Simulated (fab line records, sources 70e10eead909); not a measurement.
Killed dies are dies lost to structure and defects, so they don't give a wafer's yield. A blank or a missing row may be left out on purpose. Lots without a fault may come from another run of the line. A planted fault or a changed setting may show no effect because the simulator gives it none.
A struck lot beside a sound one | flow nand_harc | 13 steps out of a route of 1302
Sound: wafers L992.1, L992.2, L992.3. Struck: wafer L983.3. (L983.6 of the same lot was not struck and is left out.) The cause comes at the end.
At each step with rows: each side's tool, then ch and its chambers, then its first start. Under that, the readings that differ: sound wafers | struck wafers | difference of the means | sigmas: that difference in standard deviations of wafers without a fault.
alike: readings whose means differ by less than 2 such deviations, and words and numbers that are the same on both sides. not compared: withheld readings, readings that some wafer has no value for, bounds like >300 that may hide the same value, and numbers for which the record gives no deviation and whose values overlap.
The two part at a step that has a row with sigmas, a row that says differs or no value, or rows on one side only. Numbers that don't overlap but have no deviation are shown without sigmas and don't part them. A reading that every wafer of one side lacks parts them only if that side has two wafers or more.

NHARC_A_SLIT_CD_MEAS_21:
  sound on cd_sem-02, day 27 23:57; struck on cd_sem-03, day 24 18:44
  alike: cd_nm
then, 3 steps without rows for these wafers: NHARC_A_SIN_REMOVE_WET_00 (chemistry H3PO4, time 15300 s); NHARC_A_SIN_REMOVE_PRECLEAN_01 (cleans in SC1); NHARC_A_SIN_REMOVE_SRD_02.
NHARC_A_SIN_REMOVE_INSPECT_04:
  sound on defect_inspect-02, day 28 06:32; struck on defect_inspect-02, day 25 01:27
  alike: raw_defect_count
then, 1 step without rows for these wafers: NHARC_A_WL_FILL_ALD_00 (deposits Al2O3, target thk 3 nm, pulse time 3 s, ald cycles 30).
NHARC_A_WL_FILL_RTA_01: time 5 s.
  sound on rtp_anneal-01 ch 0, day 28 08:04; struck on rtp_anneal-01 ch 0, day 25 01:50
  alike: lamp_power_pct, wafer_temp_C_max
NHARC_A_WL_FILL_ALD_02: deposits TiN, target thk 2 nm, pulse time 3 s, ald cycles 100.
  sound on ald_metal-02 ch 0,1,3, day 28 08:17; struck on ald_metal-02 ch 1, day 25 02:06
  alike: heater_power_w, precursor_pulse_height_rel
NHARC_A_WL_FILL_CVD_03: deposits W, target thk 40 nm, time 279 s.
  sound on cvd_w-02 ch 0,1, day 28 08:48; struck on cvd_w-02 ch 0, day 25 02:32
  alike: heater_power_w, throttle_valve_pct
NHARC_A_WL_FILL_ETCHBACK_04: etches the open film in NF3, target depth 60 nm, time 120 s.
  sound on rie_metal-03 ch 0,1, day 28 09:10; struck on rie_metal-02 ch 1, day 25 02:54
  alike: drypump_motor_current_A, oes_product_au
  not compared: rf_hours_counter_h
NHARC_A_WL_FILL_ETCHBACK_05: etches the open film in Cl2/BCl3, target depth 22 nm, time 60 s.
  sound on rie_metal-03 ch 0,1, day 28 09:25; struck on rie_metal-02 ch 1, day 25 03:04
  reading               | sound             | struck | difference | sigmas
  oes_product_au (a.u.) | 0.989 1.013 0.978 | 1.347  | +0.354     | +38
  alike: drypump_motor_current_A
  not compared: rf_hours_counter_h
NHARC_A_WL_FILL_STRIP_27: strips in N2/H2, time 20 s.
  sound on plasma_asher-01 ch 0,1, day 28 09:33; struck on plasma_asher-02 ch 0, day 25 03:29
  reading                     | sound       | struck | difference | sigmas
  drypump_motor_current_A (A) | 5.1 5.3 5.3 | 6.2    | +1.0       | +2
  alike: heater_power_w
  not compared: rf_hours_counter_h
then, 1 step without rows for these wafers: NHARC_END_SORT_01.

WHERE THEY PART
First at NHARC_A_WL_FILL_ETCHBACK_05; last, within this record, at NHARC_A_WL_FILL_STRIP_27.

WHY: what the simulator had put in
Process parameter drift: rie_metal-02, from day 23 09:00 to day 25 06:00, at NHARC_A_WL_FILL_ETCHBACK_05. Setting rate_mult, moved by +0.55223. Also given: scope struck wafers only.
